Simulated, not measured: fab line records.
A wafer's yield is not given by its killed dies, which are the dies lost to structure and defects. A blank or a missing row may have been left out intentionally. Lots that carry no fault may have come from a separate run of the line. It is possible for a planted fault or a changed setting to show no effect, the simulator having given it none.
Problem report, 8D (eight disciplines) form, completed by code / flow nandHarc / the parts of the form that need people (team, actions taken, sign-off) are left out

== 1. THE PROBLEM ==
At NHARC_END_SORT_01, killedAtPeriphery averages 240.0 over 3 wafers from 2 lots, while fault-free wafers read 3.8, standard deviation 2.7. That puts it +87 standard deviations away from the usual mean.
The first sign was on wafer L493.1 at day 25 18:43, on prober-01. At this step, 21 wafers from 7 lots have a number in the record. The rule behind "out" and "out of limits": a value lying over 4 standard deviations away from the usual mean. All remaining wafers that have a number are taken as sound.

== 2. WHAT THIS IS AND IS NOT ==
question=which readings at this step | is=killedAtPeriphery, defectLimitedYield, killedDies | is not=killedAtArray, killedAtOther, killedOpen, killedShort
question=which lots | is=L493, L494 | is not=L502, L503, L504, L506, L508
question=which wafers of those lots | is=L493.1, L494.4, L494.5 | is not=L493.3, L493.5, L494.1
question=read on which gauges | is=prober-01, prober-02 | is not=-
question=when | is=from day 25 18:43 | is not=up to then (0 sound wafers); but 18 sound wafers of L493, L494, L502, L503, L504, L506, L508 came after

== 3. WHAT RULES OUT EACH SUSPECT ==
Counting: a tool at a process step up to the reading stays a suspect if it ran every lot that is out. Sound lots after the first of them don't rule it out here, since some wafers of a struck lot are sound.
- the gauge at NHARC_END_SORT_01: ruled out. Those wafers that are out were read across 2 gauges (prober-01, prober-02).
- ecdCu-02 at NHARC_P_M0_ECD_22 (material Cu, target thk 400 nm): kept. It ran every lot that is out, first L493 (day 7 16:16).
- pvdSputter-02 at NHARC_THIN_TSV_PRE_CLEAN_50 (time 30 s): kept. It ran every lot that is out, first L493 (day 25 01:36). With no start given for some of its lots, NHARC_THIN_TSV_PRE_CLEAN_50 uses the hours and lot order of NHARC_THIN_TSV_ANNEAL_52.
- rtpAnneal-01 at NHARC_THIN_TSV_ANNEAL_52 (time 90 s): kept. It ran every lot that is out, first L493 (day 25 01:36).
After the count, these remain: ecdCu-02 at NHARC_P_M0_ECD_22, pvdSputter-02 at NHARC_THIN_TSV_PRE_CLEAN_50 and rtpAnneal-01 at NHARC_THIN_TSV_ANNEAL_52.

== 4. THE CAUSE (what the simulator had put in) ==
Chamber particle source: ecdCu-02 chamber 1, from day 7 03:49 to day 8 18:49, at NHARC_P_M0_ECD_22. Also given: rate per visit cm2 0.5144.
After counting, 3 suspects remain, this tool included.

== 5. SEQUENCE OF EFFECTS, ordered by route ==
One row per reading whose mean, taken over the struck wafers that have a number, lies over 3 standard deviations from the usual. Scope: only readings with a usual standard deviation given in the record; hours: median across lots of the time from each lot's start at the first step in this table that gives one to its start at this step; sigmas: change in usual standard deviations.
hours=0; step=NHARC_END_SORT_01; reading=defectLimitedYield; usual=91.3 %; on struck wafers=56.4; change=-34.9; sigmas=-12
hours=0; step=NHARC_END_SORT_01; reading=killedAtPeriphery; usual=3.8; on struck wafers=240.0; change=+236.2; sigmas=+87
hours=0; step=NHARC_END_SORT_01; reading=killedDies; usual=59; on struck wafers=295; change=+236; sigmas=+12

== 6. WHAT WOULD HAVE CAUGHT IT SOONER ==
Counted from the fault's start at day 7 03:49, it took 447 hours until the first out-of-limits reading at a measuring or inspecting step in this record, taken at day 25 18:43.
By day 25 18:43 the whole set of lots that are out, 2 in number, had already begun NHARC_P_M0_ECD_22 on ecdCu-02. Had the tool been put on hold then, not one of them would have been saved.
